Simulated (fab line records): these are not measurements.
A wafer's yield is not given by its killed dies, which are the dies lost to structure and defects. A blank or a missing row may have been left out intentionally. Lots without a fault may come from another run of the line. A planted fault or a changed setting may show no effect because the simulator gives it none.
Matching of chambers | flow nand_harc | 3 sister chambers for NHARC_A_CONTACT_DEP_29 on pecvd-03
The step deposits SiON, target thk 70 nm. 3 wafers are shown with their chamber, then 8 later ones without.

== WAFERS, EACH WITH ITS CHAMBER ==
wafer  | chamber | heater_power_w (W)
L082.2 | 0       | 746
L083.4 | 2       | 690
L087.2 | 1       | 872

== WAFERS WHOSE CHAMBER IS MISSING ==
wafer  | heater_power_w (W)
L087.3 | 705
L087.4 | 682
L089.3 | 739
L089.4 | 685
L089.5 | 732
L092.1 | 623
L092.2 | 682
L092.5 | 688

== WHICH CHAMBER EACH WENT THROUGH ==
wafer  | from the rows above     | in truth
L087.3 | can't be placed: 2 or 0 | 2
L087.4 | 2                       | 2
L089.3 | can't be placed: 0 or 2 | 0
L089.4 | 2                       | 2
L089.5 | can't be placed: 0 or 2 | 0
L092.1 | 2                       | 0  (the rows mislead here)
L092.2 | 2                       | 2
L092.5 | 2                       | 2
Correctly placed: 4 of 8. Can't be placed from these rows: 3 (the true chamber is among the candidates in 3). Placed wrongly: 1.
How it was worked out, from the rows above alone: a wafer's distance from a chamber is the root of the sum, over the readings, of the square of ((its reading less the chamber's mean) divided by the reading's scatter). If the next closest chamber is less than 2 further off than the closest, the wafer can't be placed; otherwise it belongs to the closest. For every chamber, the mean is computed from those of its wafers that are shown. The scatter: root of mean squared gap, hidden wafer to nearest shown wafer, with one shown wafer a chamber.
